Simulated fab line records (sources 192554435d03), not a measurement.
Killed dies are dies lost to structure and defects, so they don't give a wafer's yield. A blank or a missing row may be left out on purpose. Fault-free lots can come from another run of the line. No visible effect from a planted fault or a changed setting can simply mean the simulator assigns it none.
Comparing a struck lot with a sound one ; flow n5Finfet ; 14 steps out of a route of 1938
Sound: the wafers L532.3, L532.4, L532.5. Struck: wafers L539.2, L539.5, L539.6. The cause is given at the end.
Each step with rows lists, per side, the tool, then ch with its chambers, then its first start. Under that, the readings that differ: sound wafers ; struck wafers ; difference of the means ; sigmas: that difference in standard deviations of wafers without a fault.
alike: same words and numbers on both sides, and readings whose means sit less than 2 such deviations apart. not compared: any withheld reading, any reading some wafer has no value for, any bound like >300 that may hide the same value, and any number with overlapping values for which the record gives no deviation.
Wherever a step has rows on one side only, a row that says differs or no value, or a row with sigmas, the two part there. Numbers that have no deviation but don't overlap get no sigmas and don't part them. A reading missing from all wafers of one side parts the sides only when that side holds two or more wafers.

first, 3 steps without rows for these wafers: N5_SD_EPI_N_PRECLEAN_24 (cleans in O3/DIW, time 60 s); N5_SD_EPI_N_SRD_25 (time 30 s); N5_SD_EPI_N_PRECLEAN_49 (cleans in NF3:NH3, afs cycles 1, time 20 s, sublimation time 60 s).
N5_SD_EPI_N_LINER_46: material SiNx, target thk 3 nm.
  sound on aldSin-02 ch 0,2,3, day 5 02:20; struck on aldSin-01 ch 1,2, day 6 19:06
  alike: chamberPressureTorr, heaterPowerW
N5_SD_EPI_N_INSPECT_26: inspects for defects (darkfield).
  sound on defectInspect-02 at day 5 02:35; struck on defectInspect-02 at day 6 19:21
  alike: rawDefectCount
then, 7 steps without rows for these wafers: N5_SD_EPI_P_COAT_34 (time 60 s, resist thk 350 nm); N5_SD_EPI_P_COAT_35 (time 60 s, resist thk 35 nm); N5_SD_EPI_P_COAT_03 (resist thk 150 nm); N5_SD_EPI_P_EBR_05; N5_SD_EPI_P_SOFTBAKE_04 (time 60 s); N5_SD_EPI_P_EXPOSE_06 (exposes mask SD P BLK, target cd 240 nm); N5_SD_EPI_P_PEB_07 (peb time 60 s).
N5_SD_EPI_P_DEVELOP_08: develop time 30 s.
  sound on lithoTrack-04 ch 0, day 5 02:56; struck on lithoTrack-05, day 6 19:41
  no value came back on the struck wafers for chillPlateTempC (C), developTimeS (s), exhaustPa (Pa); on the sound wafers chillPlateTempC (C) reads 22.91 23.04 22.83
reading;sound;struck;difference;sigmas
model.CAR-ArF-block_of_SD_EPI_P_COAT_03.thkNm (nm);149 149.4 149.2;150.2 149.8 150.6;+1.0;
N5_SD_EPI_P_CD_MEAS_09: the cd target is 240 nm.
  sound on cdSem-02 ch 0, day 5 03:00; struck on cdSem-02 ch 0, day 6 19:45
reading;sound;struck;difference;sigmas
cdNm (nm);239.7 240.5 240.7;- - -;no value on the struck wafers;

== WHERE THEY PART ==
First at N5_SD_EPI_P_DEVELOP_08; last, within this record, at N5_SD_EPI_P_CD_MEAS_09.

WHY: what had been put in by the simulator
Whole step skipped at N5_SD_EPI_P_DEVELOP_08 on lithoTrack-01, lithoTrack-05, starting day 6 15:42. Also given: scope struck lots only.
